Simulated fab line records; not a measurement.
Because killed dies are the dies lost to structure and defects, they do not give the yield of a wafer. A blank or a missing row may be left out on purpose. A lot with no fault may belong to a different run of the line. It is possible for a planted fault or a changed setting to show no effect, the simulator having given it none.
Problem report in the 8D (eight disciplines) form, filled by code | flow nandHarc | the parts of the form that need people (team, actions taken, sign-off) are left out

## 1. THE PROBLEM
At NHARC_A_ONON_D1_THK_MEAS_21, thkNm averages 1162 nm over 3 wafers from 3 lots, while fault-free wafers read 1001 nm, standard deviation 10. Measured from the usual mean, that is +16 standard deviations.
The step: measures by ellipsometry.
First seen on wafer L978.6, day 14 10:12, on filmMetro-02. At this step, 43 wafers from 15 lots have a number in the record. The rule behind "out" and "out of limits": a value lying over 4 standard deviations away from the usual mean. The rest of the wafers with a number are treated as sound.

## 2. WHAT IT IS, WHAT IT ISN'T
question                    | is                         | is not
which readings at this step | thkNm                      | -
which lots                  | L978, L980, L981           | L965, L966, L967, L968, L969, L970, L972, L974, L976, L977, L987, L988
which wafers of those lots  | L978.6, L980.3, L981.3     | L978.5, L980.1, L980.2, L981.5
read on which gauges        | filmMetro-01, filmMetro-02 | -
when                        | from day 14 10:12          | up to then (31 sound wafers); but 9 sound wafers of L980, L981, L987, L988 came after

## 3. WHAT RULES OUT EACH SUSPECT
Counting: a tool at a process step up to the reading stays a suspect if it ran every lot that is out. Sound lots after the first of them don't rule it out here, since some wafers of a struck lot are sound.
- the gauge at NHARC_A_ONON_D1_THK_MEAS_21: ruled out. The wafers that are out were read on 2 gauges (filmMetro-01, filmMetro-02).
- pecvdOnon-03 at NHARC_A_ONON_D1_DEP_19 (target thk 1000 nm): kept. Every lot that is out went through it, the first being L978 (day 14 09:55); the last sound lot it ran before that was L977 (day 12 23:46).
After counting, what remains is pecvdOnon-03 at NHARC_A_ONON_D1_DEP_19.

## 4. THE CAUSE (what the simulator had put in)
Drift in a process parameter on pecvdOnon-03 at NHARC_A_ONON_D1_DEP_19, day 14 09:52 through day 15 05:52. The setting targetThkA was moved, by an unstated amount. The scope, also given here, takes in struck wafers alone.
Only this tool survived the counting.

## 5. THE EFFECT CHAIN, in route order
Rows list readings where the struck wafers' mean (over those with a number) sits beyond 3 standard deviations from the usual. Only readings whose record carries a usual standard deviation are examined. hours: median over the lots of the time between each lot's start at the first step of this table that gives one and its start at this step. sigmas: the change, counted in usual standard deviations.
hours | step                        | reading       | usual   | on struck wafers | change | sigmas
0     | NHARC_A_ONON_D1_THK_MEAS_21 | thkNm         | 1001 nm | 1162             | +161   | +16
391   | NHARC_END_SORT_01           | killedAtArray | 49      | 670              | +622   | +33
391   | NHARC_END_SORT_01           | killedDies    | 54      | 677              | +623   | +33

## 6. WHAT WOULD HAVE CAUGHT IT SOONER
The first out-of-limits reading at a measuring or inspecting step in this record came at day 14 10:12, 0 hours after the fault's start at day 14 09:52.
Lots out: 3; of these, L981 started NHARC_A_ONON_D1_DEP_19 on pecvdOnon-03 after day 14 10:12. A tool hold placed at that time would have kept it from harm.
